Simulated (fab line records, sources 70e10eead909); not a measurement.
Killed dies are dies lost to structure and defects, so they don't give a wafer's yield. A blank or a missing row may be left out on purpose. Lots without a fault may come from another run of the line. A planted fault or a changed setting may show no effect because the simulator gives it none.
A struck lot beside a sound one | flow nand_harc | 44 steps out of a route of 1302
Sound: wafers L724.4, L724.5, L724.6. Struck: wafers L728.3, L728.4, L728.5. The cause comes at the end.
At each step with rows: each side's tool, then ch and its chambers, then its first start. Under that, the readings that differ: sound wafers | struck wafers | difference of the means | sigmas: that difference in standard deviations of wafers without a fault.
alike: readings whose means differ by less than 2 such deviations, and words and numbers that are the same on both sides. not compared: withheld readings, readings that some wafer has no value for, bounds like >300 that may hide the same value, and numbers for which the record gives no deviation and whose values overlap.
The two part at a step that has a row with sigmas, a row that says differs or no value, or rows on one side only. Numbers that don't overlap but have no deviation are shown without sigmas and don't part them. A reading that every wafer of one side lacks parts them only if that side has two wafers or more.

NHARC_P_GATE_HM_OPEN_105: chemistry O2/COS, target depth 360 nm.
  sound on rie_diel-03 ch 0,1,2; struck on rie_diel-06 ch 1,2,3
  alike: drypump_motor_current_A, oes_product_au, rf_vpp_V, showerhead_plenum_p_Torr, throttle_valve_pct
  not compared: rf_hours_counter_h
then, 2 steps without rows for these wafers: NHARC_P_GATE_STRIP_106 (strips in O2/COS); NHARC_P_GATE_ETCH_114 (etches the open film in CF4/O2, target depth 30 nm, overetch 3 nm, time 16.5 s).
NHARC_P_GATE_ETCH_32: etches the open film in HBr/Cl2, target depth 150 nm, time 100.1 s.
  sound on rie_si-06 ch 0,3, day 6 15:47; struck on rie_si-01 ch 0,1,3, day 8 20:31
  alike: drypump_motor_current_A, oes_product_au, throttle_valve_pct
  not compared: rf_hours_counter_h
then, 1 step without rows for these wafers: NHARC_P_GATE_STRIP_108 (strips in O2).
NHARC_P_GATE_CD_MEAS_33:
  sound on cd_sem-01, day 6 16:08; struck on cd_sem-03, day 8 20:51
  alike: cd_nm
then, 4 steps without rows for these wafers: NHARC_P_GATE_STRIP_35 (strips in SPM, time 600 s); NHARC_P_GATE_PRECLEAN_73 (cleans in SC1); NHARC_P_GATE_SRD_74; NHARC_P_GATE_ALD_36 (deposits SiNx, target thk 20 nm, pulse time 60 s, ald cycles 223).
NHARC_P_GATE_ETCHBACK_37: etches the open film in CHF3/O2, target depth 34.5 nm, time 17.2 s.
  sound on rie_diel-06 ch 1,2; struck on rie_diel-10 ch 1,3
  alike: drypump_motor_current_A, oes_product_au, rf_vpp_V, showerhead_plenum_p_Torr, throttle_valve_pct
  not compared: rf_hours_counter_h
then, 1 step without rows for these wafers: NHARC_P_GATE_STRIP_101 (strips in O2, time 20 s).
NHARC_P_GATE_PRECLEAN_97: cleans in SPM, time 600 s.
  sound on wet_bench-06 ch 3,4,5, day 7 02:23; struck on wet_bench-05 ch 3,6,7, day 9 07:01
then, 11 steps without rows for these wafers: NHARC_P_GATE_SRD_98; NHARC_P_GATE_PRECLEAN_99 (cleans in SC1); NHARC_P_GATE_SRD_100; NHARC_P_GATE_DEHYDRATE_38 (time 120 s); NHARC_P_GATE_HMDS_39 (time 30 s); NHARC_P_GATE_COAT_40; NHARC_P_GATE_SOFTBAKE_41 (time 95 s); NHARC_P_GATE_EBR_42; NHARC_P_GATE_EXPOSE_43 (exposes mask P NSD, target cd 720 nm); NHARC_P_GATE_PEB_44 (peb time 85 s); NHARC_P_GATE_DEVELOP_45 (time 70 s).
NHARC_P_GATE_CD_MEAS_46: target cd 720 nm.
  sound on cd_sem-03 ch 0, day 7 03:16; struck on cd_sem-01 ch 0, day 9 07:43
  alike: cd_nm
then, 1 step without rows for these wafers: NHARC_P_GATE_HARDBAKE_47 (time 80 s).
NHARC_P_GATE_DESCUM_48: chemistry O2, time 3 s.
  sound on rie_diel-10 ch 0,1,2, day 7 03:28; struck on rie_diel-06 ch 0,3, day 9 07:52
  reading                     | sound       | struck      | difference | sigmas
  drypump_motor_current_A (A) | 5.7 6.4 6.0 | 5.3 5.3 5.3 | -0.7       | -2
  alike: oes_product_au, rf_vpp_V, showerhead_plenum_p_Torr, throttle_valve_pct
  not compared: rf_hours_counter_h
then, 2 steps without rows for these wafers: NHARC_P_GATE_IMPLANT_49; NHARC_P_GATE_STRIP_111 (strips in N2/H2, time 250 s).
NHARC_P_GATE_STRIP_75: strips in O2.
  sound on plasma_asher-01 ch 0,1, day 7 04:08; struck on plasma_asher-02 ch 0,1, day 9 08:34
  alike: drypump_motor_current_A, heater_power_w
  not compared: rf_hours_counter_h
then, 9 steps without rows for these wafers: NHARC_P_GATE_STRIP_50 (strips in SPM, time 900 s); NHARC_P_GATE_DEHYDRATE_51 (time 120 s); NHARC_P_GATE_HMDS_52 (time 30 s); NHARC_P_GATE_COAT_53; NHARC_P_GATE_SOFTBAKE_54 (time 95 s); NHARC_P_GATE_EBR_55; NHARC_P_GATE_EXPOSE_56 (exposes mask P PSD, target cd 720 nm); NHARC_P_GATE_PEB_57 (peb time 85 s); NHARC_P_GATE_DEVELOP_58 (time 70 s).
NHARC_P_GATE_CD_MEAS_59: target cd 720 nm.
  sound on cd_sem-03 ch 0, day 7 05:05; struck on cd_sem-01 ch 0, day 9 09:28
  alike: cd_nm
then, 2 steps without rows for these wafers: NHARC_P_GATE_HARDBAKE_60 (time 80 s); NHARC_P_GATE_DESCUM_61 (chemistry O2, time 3 s).
NHARC_P_GATE_INSPECT_68:
  sound on defect_inspect-01, day 7 09:55; struck on defect_inspect-02, day 9 14:07
  reading          | sound       | struck      | difference | sigmas
  raw_defect_count | 268 339 272 | 617 722 818 | +426       | +4
-- the record jumps here: 19 days lie between the struck wafers' starts before and after (it left off in module P_GATE and takes up again in module END, whose first step shown is number 1302 of the route) --
NHARC_END_SORT_01:
  sound on prober-02 ch 0, day 25 22:02; struck on prober-02 ch 0, day 28 07:29
  reading             | sound    | struck      | difference | sigmas
  killed_at_array     | 41 30 32 | 72 83 82    | +45        | +2
  killed_at_periphery | 3 6 2    | 35 58 78    | +53        | +19
  killed_dies         | 48 38 36 | 108 142 162 | +97        | +4
  alike: killed_at_other, killed_open, killed_short

WHERE THEY PART
First at NHARC_P_GATE_DESCUM_48; last, within this record, at NHARC_END_SORT_01.

WHY: what the simulator had put in
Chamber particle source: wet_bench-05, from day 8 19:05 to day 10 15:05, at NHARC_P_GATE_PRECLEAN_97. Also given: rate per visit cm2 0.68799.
